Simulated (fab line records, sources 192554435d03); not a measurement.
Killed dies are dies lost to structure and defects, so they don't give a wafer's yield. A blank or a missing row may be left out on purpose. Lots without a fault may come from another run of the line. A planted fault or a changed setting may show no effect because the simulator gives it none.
fab line records | flow n5_finfet
record lots=24 wafers=72 last_day=20
route steps=1938 shown MOL_CONTACT_COAG@573 BEOL_M0_SAQP@634
lots that met no fault: from a run of the same line without faults
start_h: hours from the record's first day to the start of the lot's first wafer shown | wait_h: hours since the lot's step before | " the same as in the row above | L1.1+2: a row that stands for several wafers | - no value, or no start given | * or withheld: withheld | < > ~ a bound
route shown NAME@n: a module of which the file shows steps, and the number in the route of the first | usual: mean/standard deviation of fault-free wafers | same: alike in all rows | chamber/n: place in a boat | sites: the reading at each site | _std_site: their standard deviation | _edge_site: outer sites' mean less inner sites' | radius_mm: how far each site lies from the wafer's centre | mask NAME#n: copy n | behind: the tool/chamber that last shaped the wafer | hold: why the lot was held/for how many hours/how that ended | device: the transistor (n, p or np) that didn't switch | end of line: the same wafers' tests at the end of the route | a step without rows: its recipe alone | killed: dies lost to structure and defects at the first sort, not the wafer's yield | map: a wafer's dies, x killed, . not, _ none there
set.NAME: the setting as run; set.NAME@STEP: as run at that earlier step | model.NAME: the simulator's own value behind a step, which no gauge read
steps of the route over a sample of lots; a table a step, a row a wafer
services: from which hour (start_h, from the record's first day; less than 0 if before it) a tool's chamber was out of use, for how many hours, and why
## steps
# step N5_MOL_CONTACT_COAG_CD_MEAS_84
# recipe target_cd_nm=25.1 landing_energy_ev=500 detector=se_inlens polarity=opening
# usual cd_nm=25.14/0.2
# columns lot.wafer tool chamber start_h wait_h cd_nm
L074.1 cd_sem-02 0 102.78 - 25.17
L074.3 " 0 " " 25.40
L074.5 " 0 " " 25.29
L075.2 cd_sem-02 0 108.41 - 24.80
L075.3 " 0 " " 25.39
L075.6 " 0 " " 25.42
L076.1 cd_sem-03 0 109.54 - 25.12
L076.2 " 0 " " 25.16
L076.4 " 0 " " 24.74
L077.2 cd_sem-01 0 114.87 - 25.06
L077.5 " 0 " " 24.94
L077.6 " 0 " " 25.08
L078.1 cd_sem-03 0 122.40 - 24.94
L078.4 " 0 " " 25.02
L078.6 " 0 " " 25.22
L079.1 cd_sem-03 0 130.05 - 25.04
L079.3 " 0 " " 25.34
L079.5 " 0 " " 25.00
L080.1 cd_sem-03 0 135.92 - 25.09
L080.3 " 0 " " 25.21
L080.5 " 0 " " 25.56
L081.2 cd_sem-02 0 140.20 - 25.40
L081.5 " 0 " " 25.00
L081.6 " 0 " " 25.09
L082.2 cd_sem-01 0 144.93 - 25.18
L082.3 " 0 " " 25.05
L082.5 " 0 " " 25.45
L083.3 cd_sem-03 0 152.82 - 25.04
L083.4 " 0 " " 25.22
L083.5 " 0 " " 24.90
L084.2 cd_sem-03 0 156.99 - 25.11
L084.4 " 0 " " 25.20
L084.5 " 0 " " 25.23
L085.2 cd_sem-03 0 163.56 - 25.10
L085.3 " 0 " " 25.08
L085.4 " 0 " " 25.04
L086.2 cd_sem-01 0 172.87 - 25.42
L086.3 " 0 " " 25.32
L086.4 " 0 " " 25.14
L087.1 cd_sem-03 0 178.67 - 25.20
L087.4 " 0 " " 24.96
L087.6 " 0 " " 25.30
L088.1 cd_sem-01 0 181.31 - 25.23
L088.2 " 0 " " 25.53
L088.4 " 0 " " 25.35
L089.2 cd_sem-01 0 189.07 - 25.47
L089.3 " 0 " " 25.05
L089.5 " 0 " " 25.28
L090.2 cd_sem-01 0 195.96 - 25.41
L090.3 " 0 " " 25.13
L090.6 " 0 " " 25.16
L091.1 cd_sem-01 0 216.88 - 25.35
L091.3 " 0 " " 25.35
L091.6 " 0 " " 25.19
L092.1 cd_sem-01 0 217.38 - 25.12
L092.2 " 0 " " 24.49
L092.6 " 0 " " 25.26
L093.3 cd_sem-02 0 222.46 - 25.07
L093.4 " 0 " " 25.19
L093.5 " 0 " " 25.22
L094.1 cd_sem-03 0 229.24 - 25.25
L094.2 " 0 " " 25.57
L094.3 " 0 " " 25.40
L095.4 cd_sem-03 0 232.63 - 24.93
L095.5 " 0 " " 25.03
L095.6 " 0 " " 25.27
L096.2 cd_sem-03 0 239.76 - 25.55
L096.3 " 0 " " 25.32
L096.6 " 0 " " 25.17
L097.1 cd_sem-03 0 239.98 - 24.98
L097.2 " 0 " " 25.32
L097.5 " 0 " " 25.36
# step N5_MOL_CONTACT_COAG_ETCH_90
# recipe chemistry=CF4 target=SiARC target_depth_a=130 mask_material=CAR-EUV time_s=21.7 ion_energy_ev=80 pressure_mtorr=40 source_w=545 bias_w=36 Ar_flow_sccm=100 cf4_flow_sccm=100 ends=cleared
# usual drypump_motor_current_A=5.8/0.51 etch_rf_on_time_s=21.7/0.32 oes_product_au=0.68/0.069 rf_vpp_V=184.2/0.97 showerhead_plenum_p_Torr=2.15/0.047 throttle_valve_pct=15.68/0.19
# columns lot.wafer tool chamber start_h wait_h drypump_motor_current_A etch_rf_on_time_s oes_product_au rf_hours_counter_h rf_vpp_V showerhead_plenum_p_Torr throttle_valve_pct
L074.1 rie_diel-01 0 102.96 0.0 6.5 21.7 0.77 24 184.0 2.10 15.42
L074.3 " 3 " " 5.2 21.1 0.68 98 184.9 2.15 15.80
L074.5 " 3 " " 5.2 21.3 0.69 - 184.7 2.15 15.79
L075.2 rie_diel-01 1 108.95 0.0 5.6 21.6 0.67 142 185.2 2.15 15.74
L075.3 " 0 " " 6.5 21.7 0.77 26 183.3 2.10 15.43
L075.6 " 0 " " 6.5 21.9 0.77 - 181.7 2.10 15.43
L076.1 rie_diel-05 2 109.72 0.0 6.1 21.9 0.64 180 186.0 2.21 15.88
L076.2 " 0 " " 5.7 22.2 0.72 52 185.1 2.26 15.64
L076.4 " 1 " " 6.6 21.7 0.68 121 185.1 2.15 15.46
L077.2 rie_diel-04 0 115.60 0.0 6.2 22.5 0.58 232 184.7 2.20 15.78
L077.5 " 2 " " 5.5 22.3 0.62 - 183.3 2.14 15.88
L077.6 " 0 " " 6.2 22.5 0.58 - 185.1 2.20 15.77
L078.1 rie_diel-05 0 122.58 0.0 5.7 21.9 0.72 58 185.7 2.26 15.64
L078.4 " 1 " " 6.6 21.7 0.68 127 183.7 2.15 15.45
L078.6 " 2 " " 6.0 21.6 0.63 - 185.5 2.21 15.91
L079.1 rie_diel-01 0 130.23 0.0 6.5 21.7 0.75 34 182.2 2.10 15.44
L079.3 " 3 " " 5.2 21.5 0.67 108 183.0 2.15 15.83
L079.5 " 0 " " 6.5 21.7 0.76 - 183.1 2.10 15.45
L080.1 rie_diel-04 1 136.09 0.0 6.2 21.9 0.59 241 182.3 2.11 15.81
L080.3 " 2 " " 5.6 21.8 0.61 165 184.6 2.14 15.87
L080.5 " 2 " " 5.5 21.8 0.62 - 182.9 2.14 15.89
L081.2 rie_diel-01 0 140.83 0.0 6.5 21.7 0.75 38 183.3 2.10 15.47
L081.5 " 0 " " 6.5 21.6 0.76 - 184.7 2.10 15.44
L081.6 " 3 " " 5.2 21.2 0.68 - 184.9 2.15 15.83
L082.2 rie_diel-01 1 145.22 0.0 5.6 21.4 0.67 156 184.2 2.14 15.76
L082.3 " 3 " " 5.2 21.2 0.67 114 184.0 2.15 15.82
L082.5 " 0 " " 6.5 21.4 0.76 - 184.0 2.10 15.45
L083.3 rie_diel-05 1 153.61 0.0 6.6 21.8 0.67 133 184.5 2.15 15.46
L083.4 " 3 " " 6.0 21.8 0.71 - 183.3 2.08 15.75
L083.5 " 1 " " 6.6 21.9 0.67 - 184.1 2.15 15.46
L084.2 rie_diel-01 3 157.17 0.0 5.2 21.3 0.67 119 185.2 2.15 15.83
L084.4 " 0 " " 6.5 21.8 0.74 46 182.2 2.10 15.46
L084.5 " 2 " " 5.0 22.2 0.59 - 185.0 2.20 15.64
L085.2 rie_diel-04 3 163.73 0.0 5.5 21.4 0.81 14 185.6 2.20 15.45
L085.3 " 2 " " 5.5 22.0 0.61 176 184.2 2.14 15.93
L085.4 " 2 " " 5.5 21.9 0.61 - 185.1 2.14 15.89
L086.2 rie_diel-01 2 173.05 0.0 5.0 22.1 0.59 241 184.6 2.20 15.64
L086.3 " 1 " " 5.7 21.6 0.65 166 185.0 2.14 15.80
L086.4 " 3 " " 5.2 21.6 0.67 124 183.2 2.15 15.86
L087.1 rie_diel-04 2 179.58 0.0 5.5 22.3 0.60 182 183.7 2.13 15.92
L087.4 " 3 " " 5.5 21.6 0.79 - 184.3 2.20 15.46
L087.6 " 2 " " 5.5 22.0 0.60 - 184.2 2.14 15.90
L088.1 rie_diel-04 3 181.53 0.0 5.5 21.3 0.79 20 185.5 2.20 15.46
L088.2 " 2 " " 5.5 22.1 0.61 182 184.1 2.13 15.90
L088.4 " 3 " " 5.5 21.4 0.79 - 183.1 2.19 15.47
L089.2 rie_diel-05 2 189.25 0.0 6.1 21.6 0.62 198 185.3 2.20 15.91
L089.3 " 1 " " 6.6 21.4 0.67 142 185.0 2.15 15.48
L089.5 " 3 " " 6.0 21.3 0.70 - 183.7 2.08 15.76
L090.2 rie_diel-01 1 196.14 0.0 5.7 21.6 0.65 174 182.2 2.14 15.80
L090.3 " 3 " " 5.2 21.6 0.66 132 183.1 2.14 15.85
L090.6 " 3 " " 5.2 21.6 0.66 - 185.2 2.14 15.88
L091.1 rie_diel-01 3 217.16 0.0 5.2 21.4 0.66 141 184.9 2.14 15.85
L091.3 " 0 " " 6.5 21.7 0.72 65 183.0 2.09 15.51
L091.6 " 3 " " 5.2 21.3 0.65 - 186.1 2.14 15.89
L092.1 rie_diel-04 1 217.74 0.0 6.2 21.4 0.83 2 183.0 2.10 15.33
L092.2 " 3 " " 5.5 21.3 0.77 34 185.6 2.19 15.49
L092.6 " 1 " " 6.2 21.3 0.83 - 183.3 2.10 15.34
L093.3 rie_diel-01 3 222.64 0.0 5.2 21.6 0.64 143 184.6 2.14 15.91
L093.4 " 1 " " 5.6 21.6 0.64 - 182.8 2.13 15.82
L093.5 " 0 " " 6.5 21.8 0.71 - 183.5 2.09 15.51
L094.1 rie_diel-05 0 229.42 0.0 5.7 22.2 0.68 90 185.6 2.25 15.71
L094.2 " 2 " " 6.1 21.9 0.61 211 185.7 2.20 15.96
L094.3 " 1 " " 6.6 21.9 0.65 154 184.1 2.14 15.51
L095.4 rie_diel-04 2 232.81 0.0 5.5 22.1 0.59 201 183.4 2.13 15.94
L095.5 " 2 " " 5.5 22.1 0.59 - 184.4 2.13 15.96
L095.6 " 1 " " 6.2 21.4 0.81 - 184.6 2.10 15.34
L096.2 rie_diel-01 2 240.19 0.0 5.0 21.7 0.83 4 182.5 2.19 15.18
L096.3 " 0 " " 6.5 21.7 0.71 75 183.4 2.09 15.53
L096.6 " 3 " " 5.2 21.5 0.64 - 185.7 2.14 15.90
L097.1 rie_diel-05 3 240.70 0.0 6.0 21.7 0.68 110 182.0 2.07 15.79
L097.2 " 2 " " 6.0 22.0 0.61 214 183.2 2.20 15.95
L097.5 " 2 " " 6.0 22.0 0.61 - 186.0 2.20 15.95
# step N5_MOL_CONTACT_COAG_VIA_ETCH_117
# recipe chemistry=C4F6/O2 target_depth_a=400 overetch_a=80 mask_material=SOC target=SiO2 bias_w=455 pressure_mtorr=10 time_s=26 source_w=325 Ar_flow_sccm=300 C4F6_flow_sccm=10 O2_flow_sccm=10 ion_energy_ev=575.3 ends=end_point
# usual O2_flow_sccm=10.00/0.031 drypump_motor_current_A=5.8/0.47 oes_product_au=0.71/0.075 rf_vpp_V=1590/15 showerhead_plenum_p_Torr=2.86/0.058 throttle_valve_pct=41.21/0.22
# columns lot.wafer tool chamber start_h wait_h O2_flow_sccm drypump_motor_current_A oes_product_au rf_hours_counter_h rf_vpp_V showerhead_plenum_p_Torr throttle_valve_pct
L074.1 rie_diel-04 1 104.68 0.0 10.00 6.2 0.62 229 1593 2.80 41.31
L074.3 " 0 " " 9.96 6.2 0.62 228 1608 2.92 41.05
L074.5 " 2 " " 10.03 5.5 0.66 - 1584 2.85 41.51
L075.2 rie_diel-01 2 110.75 0.0 9.98 5.0 0.64 218 1623 2.93 40.79
L075.3 " 0 " " 10.02 6.5 0.81 27 1600 2.80 41.04
L075.6 " 0 " " 10.04 6.5 0.82 - 1599 2.80 41.03
L076.1 rie_diel-05 1 111.56 0.0 10.01 6.6 0.71 122 1574 2.86 40.98
L076.2 " 0 " " 10.01 5.7 0.76 53 1602 3.00 41.24
L076.4 " 2 " " 10.01 6.1 0.67 180 1590 2.93 41.07
L077.2 rie_diel-04 0 117.47 0.0 10.01 6.2 0.62 233 1609 2.92 41.04
L077.5 " 1 " " 10.03 6.3 0.62 - 1592 2.80 41.31
L077.6 " 2 " " 10.01 5.6 0.66 - 1582 2.85 41.52
L078.1 rie_diel-05 0 124.25 0.0 9.95 5.7 0.75 58 1602 3.00 41.24
L078.4 " 3 " " 9.97 5.9 0.75 76 1581 2.76 41.14
L078.6 " 0 " " 10.02 5.7 0.76 - 1601 3.00 41.23
L079.1 rie_diel-01 3 132.23 0.0 10.00 5.2 0.69 109 1565 2.86 41.45
L079.3 " 0 " " 10.02 6.5 0.79 35 1600 2.79 41.05
L079.5 " 2 " " 9.99 5.0 0.63 - 1624 2.92 40.80
L080.1 rie_diel-01 0 137.89 0.0 9.98 6.5 0.79 37 1600 2.79 41.07
L080.3 " 3 " " 9.97 5.3 0.70 111 1564 2.85 41.45
L080.5 " 2 " " 9.99 5.0 0.63 - 1622 2.92 40.79
L081.2 rie_diel-01 3 143.22 0.0 10.02 5.2 0.70 113 1565 2.85 41.44
L081.5 " 3 " " 9.97 5.2 0.70 - 1566 2.85 41.44
L081.6 " 0 " " 9.92 6.5 0.78 - 1598 2.79 41.05
L082.2 rie_diel-04 1 147.84 0.0 9.97 6.2 0.62 247 1591 2.79 41.31
L082.3 " 0 " " 10.00 6.2 0.62 246 1606 2.91 41.05
L082.5 " 2 " " 9.96 5.6 0.64 - 1581 2.84 41.53
L083.3 rie_diel-01 3 156.10 0.0 10.02 5.2 0.69 119 1565 2.85 41.45
L083.4 " 1 " " 9.99 5.6 0.68 162 1577 2.84 41.29
L083.5 " 0 " " 10.02 6.5 0.77 - 1598 2.79 41.04
L084.2 rie_diel-04 1 158.99 0.0 9.98 6.2 0.61 252 1591 2.79 41.31
L084.4 " 1 " " 10.01 6.2 0.61 - 1591 2.79 41.35
L084.5 " 0 " " 9.98 6.2 0.61 - 1608 2.91 41.05
L085.2 rie_diel-04 3 165.75 0.0 10.01 5.5 0.83 15 1597 2.91 41.16
L085.3 " 1 " " 10.07 6.2 0.61 254 1593 2.79 41.33
L085.4 " 1 " " 10.12 6.2 0.61 - 1590 2.79 41.33
L086.2 rie_diel-01 3 175.25 0.0 9.99 5.2 0.68 124 1565 2.85 41.45
L086.3 " 1 " " 9.98 5.6 0.68 166 1579 2.83 41.29
L086.4 " 2 " " 10.05 5.0 0.63 242 1623 2.92 40.79
L087.1 rie_diel-04 2 181.87 0.0 10.02 5.6 0.64 183 1580 2.84 41.53
L087.4 " 3 " " 10.02 5.5 0.81 - 1596 2.91 41.19
L087.6 " 2 " " 9.96 5.6 0.64 - 1582 2.84 41.54
L088.1 rie_diel-04 3 183.81 0.0 10.00 5.5 0.81 21 1595 2.91 41.19
L088.2 " 2 " " 10.02 5.6 0.64 183 1582 2.84 41.55
L088.4 " 2 " " 10.05 5.6 0.65 - 1582 2.84 41.55
L089.2 rie_diel-04 3 199.73 0.0 9.97 5.5 0.80 28 1596 2.91 41.19
L089.3 " 0 " " 9.98 6.2 0.83 5 1607 2.91 40.93
L089.5 " 0 " " 10.04 6.2 0.82 - 1607 2.90 40.94
L090.2 rie_diel-04 0 201.68 0.0 10.00 6.2 0.83 6 1607 2.90 40.94
L090.3 " 2 " " 9.99 5.6 0.64 191 1581 2.83 41.54
L090.6 " 3 " " 9.97 5.6 0.80 - 1597 2.90 41.20
L091.1 rie_diel-05 1 219.00 0.0 10.03 6.7 0.68 150 1573 2.84 40.97
L091.3 " 3 " " 10.01 6.0 0.72 104 1580 2.75 41.16
L091.6 " 1 " " 9.98 6.6 0.69 - 1572 2.84 41.00
L092.1 rie_diel-01 3 219.87 0.0 9.99 5.2 0.67 142 1564 2.84 41.48
L092.2 " 1 " " 10.04 5.6 0.67 184 1578 2.83 41.30
L092.6 " 1 " " 10.06 5.6 0.67 - 1578 2.83 41.30
L093.3 rie_diel-01 0 224.31 0.0 9.96 6.5 0.76 68 1597 2.78 41.06
L093.4 " 1 " " 10.02 5.7 0.67 - 1577 2.83 41.31
L093.5 " 3 " " 9.99 5.1 0.69 - 1566 2.84 41.47
L094.1 rie_diel-04 2 231.23 0.0 9.98 5.5 0.63 201 1581 2.83 41.55
L094.2 " 1 " " 9.96 6.2 0.83 7 1591 2.79 40.91
L094.3 " 3 " " 10.03 5.5 0.78 38 1597 2.90 41.19
L095.4 rie_diel-04 0 235.00 0.0 10.00 6.2 0.81 12 1608 2.90 40.94
L095.5 " 0 " " 10.03 6.2 0.81 - 1607 2.90 40.96
L095.6 " 1 " " 10.02 6.3 0.84 - 1590 2.79 40.92
L096.2 rie_diel-05 1 242.53 0.0 10.03 6.6 0.69 158 1573 2.84 40.98
L096.3 " 3 " " 9.99 6.0 0.71 111 1578 2.75 41.14
L096.6 " 2 " " 10.04 6.0 0.64 - 1588 2.92 41.10
L097.1 rie_diel-04 1 243.74 0.0 10.01 6.2 0.83 12 1592 2.78 40.91
L097.2 " 2 " " 9.95 5.6 0.63 205 1582 2.83 41.57
L097.5 " 3 " " 9.97 5.5 0.79 - 1596 2.90 41.19
# step N5_MOL_CONTACT_COAG_STRIP_49
# recipe chemistry=N2/H2 time_s=30 power_w=1000 temp_c=250 pressure_mtorr=withheld n2_flow_sccm=1750 h2_flow_sccm=3250
# usual drypump_motor_current_A=5.75/0.098 heater_power_w=344/22
# columns lot.wafer tool chamber start_h wait_h drypump_motor_current_A heater_power_w rf_hours_counter_h
L074.1 plasma_asher-02 0 104.88 - 5.92 354 95
L074.3 " 1 " " 5.75 310 -
L074.5 " 0 " " 5.94 345 -
L075.2 plasma_asher-01 0 110.95 - 5.62 369 42
L075.3 " 0 " " 5.64 370 -
L075.6 " 1 " " 5.72 335 -
L076.1 plasma_asher-01 1 111.76 - 5.73 346 43
L076.2 " 0 " " 5.66 367 43
L076.4 " 0 " " 5.66 368 -
L077.2 plasma_asher-01 0 117.67 - 5.67 366 44
L077.5 " 1 " " 5.72 349 -
L077.6 " 0 " " 5.68 362 -
L078.1 plasma_asher-02 1 124.85 - 5.72 302 101
L078.4 " 0 " " 5.96 349 -
L078.6 " 1 " " 5.73 299 -
L079.1 plasma_asher-02 1 132.43 - 5.71 301 102
L079.3 " 0 " " 5.96 352 -
L079.5 " 0 " " 5.94 348 -
L080.1 plasma_asher-02 1 138.10 - 5.74 305 103
L080.3 " 1 " " 5.73 302 -
L080.5 " 1 " " 5.73 305 -
L081.2 plasma_asher-01 1 143.43 - 5.76 346 47
L081.5 " 0 " " 5.67 362 -
L081.6 " 1 " " 5.75 345 -
L082.2 plasma_asher-01 0 148.04 - 5.67 351 48
L082.3 " 1 " " 5.71 347 -
L082.5 " 1 " " 5.72 350 -
L083.3 plasma_asher-01 1 156.32 - 5.72 344 -
L083.4 " 0 " " 5.66 369 -
L083.5 " 1 " " 5.71 344 -
L084.2 plasma_asher-01 0 159.20 - 5.66 369 53
L084.4 " 1 " " 5.72 341 -
L084.5 " 0 " " 5.66 373 -
L085.2 plasma_asher-01 0 165.96 - 5.66 373 55
L085.3 " 0 " " 5.68 362 -
L085.4 " 1 " " 5.73 341 -
L086.2 plasma_asher-01 0 175.46 - 5.66 374 58
L086.3 " 0 " " 5.64 367 -
L086.4 " 1 " " 5.73 341 -
L087.1 plasma_asher-01 0 182.16 - 5.63 346 60
L087.4 " 0 " " 5.65 358 -
L087.6 " 0 " " 5.65 356 -
L088.1 plasma_asher-02 1 184.45 - 5.73 306 107
L088.2 " 0 " " 5.94 346 107
L088.4 " 1 " " 5.70 301 -
L089.2 plasma_asher-01 0 200.50 - 5.65 371 62
L089.3 " 0 " " 5.66 369 -
L089.5 " 0 " " 5.68 362 -
L090.2 plasma_asher-01 0 201.88 - 5.67 366 63
L090.3 " 1 " " 5.72 349 -
L090.6 " 0 " " 5.68 369 -
L091.1 plasma_asher-01 1 219.20 - 5.74 334 67
L091.3 " 0 " " 5.67 373 -
L091.6 " 1 " " 5.75 348 -
L092.1 plasma_asher-02 0 220.07 - 5.93 358 111
L092.2 " 1 " " 5.74 305 111
L092.6 " 1 " " 5.74 305 -
L093.3 plasma_asher-02 0 224.53 - 5.95 347 -
L093.4 " 1 " " 5.74 297 -
L093.5 " 1 " " 5.74 302 -
L094.1 plasma_asher-01 0 231.43 - 5.66 364 70
L094.2 " 1 " " 5.72 344 70
L094.3 " 1 " " 5.74 332 -
L095.4 plasma_asher-01 0 235.22 - 5.67 360 -
L095.5 " 0 " " 5.66 354 -
L095.6 " 1 " " 5.73 340 -
L096.2 plasma_asher-02 0 242.73 - 5.91 363 117
L096.3 " 0 " " 5.95 352 -
L096.6 " 1 " " 5.74 306 -
L097.1 plasma_asher-02 1 243.94 - 5.73 301 117
L097.2 " 0 " " 5.91 354 117
L097.5 " 0 " " 5.93 349 -
# step N5_MOL_CONTACT_COAG_CD_MEAS_101
# recipe target_cd_nm=16
# usual cd_nm=15.98/0.29
# columns lot.wafer tool chamber start_h wait_h cd_nm
L074.1 cd_sem-01 - 105.03 0.0 15.84
L074.3 " - " " 15.81
L074.5 " - " " 15.84
L075.2 cd_sem-02 - 111.10 0.0 15.40
L075.3 " - " " 15.66
L075.6 " - " " 16.00
L076.1 cd_sem-01 - 111.91 0.0 16.05
L076.2 " - " " 15.73
L076.4 " - " " 15.92
L077.2 cd_sem-01 - 117.82 0.0 16.10
L077.5 " - " " 16.11
L077.6 " - " " 16.24
L078.1 cd_sem-03 - 124.99 0.0 16.23
L078.4 " - " " 16.01
L078.6 " - " " 15.74
L079.1 cd_sem-03 - 132.58 0.0 15.75
L079.3 " - " " 15.76
L079.5 " - " " 15.41
L080.1 cd_sem-02 - 138.24 0.0 15.71
L080.3 " - " " 15.91
L080.5 " - " " 15.80
L081.2 cd_sem-02 - 143.58 0.0 16.12
L081.5 " - " " 15.79
L081.6 " - " " 16.17
L082.2 cd_sem-02 - 148.19 0.0 15.97
L082.3 " - " " 15.93
L082.5 " - " " 16.01
L083.3 cd_sem-02 - 156.45 0.0 16.06
L083.4 " - " " 15.88
L083.5 " - " " 15.93
L084.2 cd_sem-01 - 159.35 0.0 15.55
L084.4 " - " " 15.55
L084.5 " - " " 15.98
L085.2 cd_sem-03 - 166.11 0.0 15.66
L085.3 " - " " 15.48
L085.4 " - " " 15.79
L086.2 cd_sem-01 - 175.61 0.0 16.08
L086.3 " - " " 16.26
L086.4 " - " " 15.98
L087.1 cd_sem-01 - 182.31 0.0 15.79
L087.4 " - " " 16.27
L087.6 " - " " 16.07
L088.1 cd_sem-01 - 184.60 0.0 16.54
L088.2 " - " " 16.14
L088.4 " - " " 15.82
L089.2 cd_sem-02 - 200.66 0.0 16.50
L089.3 " - " " 16.19
L089.5 " - " " 16.06
L090.2 cd_sem-02 - 202.03 0.0 15.80
L090.3 " - " " 15.91
L090.6 " - " " 16.35
L091.1 cd_sem-03 - 219.35 0.0 16.43
L091.3 " - " " 15.98
L091.6 " - " " 16.34
L092.1 cd_sem-03 - 220.22 0.0 16.16
L092.2 " - " " 15.94
L092.6 " - " " 15.80
L093.3 cd_sem-03 - 224.66 0.0 15.37
L093.4 " - " " 15.89
L093.5 " - " " 15.62
L094.1 cd_sem-02 - 231.58 0.0 15.99
L094.2 " - " " 16.61
L094.3 " - " " 15.67
L095.4 cd_sem-02 - 235.36 0.0 16.17
L095.5 " - " " 16.17
L095.6 " - " " 15.90
L096.2 cd_sem-02 - 242.88 0.0 15.76
L096.3 " - " " 15.49
L096.6 " - " " 16.10
L097.1 cd_sem-01 - 244.09 0.0 15.98
L097.2 " - " " 15.93
L097.5 " - " " 15.79
# step N5_BEOL_M0_SAQP_HM_DEP_02
# recipe material=TiN target_thk_a=120 temp_c=25 chamber_pressure_pa=0.49996
# usual susceptor_temp_C=25.00/0.12 throttle_valve_pct=29.9/1.1
# columns lot.wafer tool chamber start_h wait_h susceptor_temp_C throttle_valve_pct
L074.1 pvd_sputter-01 - 109.56 0.0 25.13 28.8
L074.3 " - " " 24.94 29.9
L074.5 " - " " 24.92 30.0
L075.2 pvd_sputter-02 - 115.35 0.1 25.16 31.2
L075.3 " - " " 25.02 30.3
L075.6 " - " " 25.17 30.1
L076.1 pvd_sputter-02 - 118.76 0.5 24.94 31.2
L076.2 " - " " 24.75 30.3
L076.4 " - " " 25.03 28.5
L077.2 pvd_sputter-03 - 122.67 0.7 25.10 29.1
L077.5 " - " " 25.06 32.1
L077.6 " - " " 24.93 29.3
L078.1 pvd_sputter-02 - 132.40 3.2 25.30 28.9
L078.4 " - " " 25.17 31.1
L078.6 " - " " 24.80 30.1
L079.1 pvd_sputter-01 - 136.99 0.1 24.93 30.2
L079.3 " - " " 25.00 28.4
L079.5 " - " " 24.85 29.9
L080.1 pvd_sputter-01 - 144.69 2.3 24.79 28.3
L080.3 " - " " 25.03 29.9
L080.5 " - " " 25.07 30.3
L081.2 pvd_sputter-03 - 149.26 1.5 24.87 31.2
L081.5 " - " " 24.92 30.8
L081.6 " - " " 24.88 29.1
L082.2 pvd_sputter-02 - 153.32 0.9 24.85 30.2
L082.3 " - " " 25.08 30.0
L082.5 " - " " 25.13 30.1
L083.3 pvd_sputter-01 - 160.88 0.3 24.98 28.4
L083.4 " - " " 24.93 29.0
L083.5 " - " " 24.86 29.1
L084.2 pvd_sputter-02 - 165.38 1.8 25.04 31.3
L084.4 " - " " 25.07 28.4
L084.5 " - " " 25.09 31.5
L085.2 pvd_sputter-01 - 174.42 4.1 25.22 30.0
L085.3 " - " " 25.11 30.3
L085.4 " - " " 24.95 28.0
L086.2 pvd_sputter-03 - 181.15 1.4 25.10 31.2
L086.3 " - " " 25.01 29.4
L086.4 " - " " 25.03 32.1
L087.1 pvd_sputter-03 - 187.21 0.7 25.05 31.2
L087.4 " - " " 25.00 29.3
L087.6 " - " " 24.93 29.3
L088.1 pvd_sputter-03 - 192.31 2.8 25.09 29.2
L088.2 " - " " 24.86 29.4
L088.4 " - " " 24.88 31.9
L089.2 pvd_sputter-03 - 205.21 0.4 24.95 31.3
L089.3 " - " " 24.85 29.1
L089.5 " - " " 25.09 32.2
L090.2 pvd_sputter-03 - 210.25 2.4 25.20 28.8
L090.3 " - " " 24.93 29.3
L090.6 " - " " 25.05 28.9
L091.1 pvd_sputter-03 - 224.42 0.9 25.08 29.3
L091.3 " - " " 24.95 30.8
L091.6 " - " " 25.13 31.1
L092.1 pvd_sputter-01 - 228.13 1.6 25.02 30.3
L092.2 " - " " 24.96 28.2
L092.6 " - " " 24.97 28.8
L093.3 pvd_sputter-01 - 231.85 2.3 25.10 30.2
L093.4 " - " " 25.06 28.8
L093.5 " - " " 24.98 28.3
L094.1 pvd_sputter-01 - 236.33 0.6 24.99 29.0
L094.2 " - " " 25.10 28.2
L094.3 " - " " 25.04 30.4
L095.4 pvd_sputter-01 - 239.56 0.0 24.97 28.9
L095.5 " - " " 24.84 30.4
L095.6 " - " " 25.10 30.4
L096.2 pvd_sputter-03 - 247.36 0.2 24.96 32.1
L096.3 " - " " 24.73 29.2
L096.6 " - " " 24.87 32.4
L097.1 pvd_sputter-01 - 250.85 0.7 24.85 30.4
L097.2 " - " " 24.95 28.5
L097.5 " - " " 24.90 29.0
## services
# columns tool chamber start_h hours kind
pvd_sputter-02 - 89.24 1.1 repair
pvd_sputter-03 - 90.37 24.8 repair
rie_diel-04 3 101.78 - clean
rie_diel-04 3 101.78 - consumable_replace:focus_ring
rie_diel-04 3 101.78 28.4 scheduled_down
rie_diel-04 3 101.78 28.4 vent_cycle
plasma_asher-01 - 117.89 8.2 repair
rie_diel-04 - 119.54 2.3 repair
rie_diel-05 - 132.88 14.6 pm
plasma_asher-02 - 146.07 28.1 pm
rie_diel-04 0 160.67 - clean
rie_diel-04 0 160.67 - consumable_replace:focus_ring
rie_diel-04 0 160.67 25.2 scheduled_down
rie_diel-04 0 160.67 25.2 vent_cycle
rie_diel-05 1 173.90 8.8 repair
rie_diel-04 1 176.16 8.1 repair
rie_diel-01 0 182.28 1.9 repair
plasma_asher-01 - 183.68 14.6 pm
rie_diel-04 1 185.89 - clean
rie_diel-04 1 185.89 - consumable_replace:focus_ring
plasma_asher-02 - 187.79 18.5 repair
rie_diel-01 2 190.80 1.6 repair
rie_diel-04 0 214.62 7.9 repair
rie_diel-05 - 236.95 2.4 repair
## key
fault none
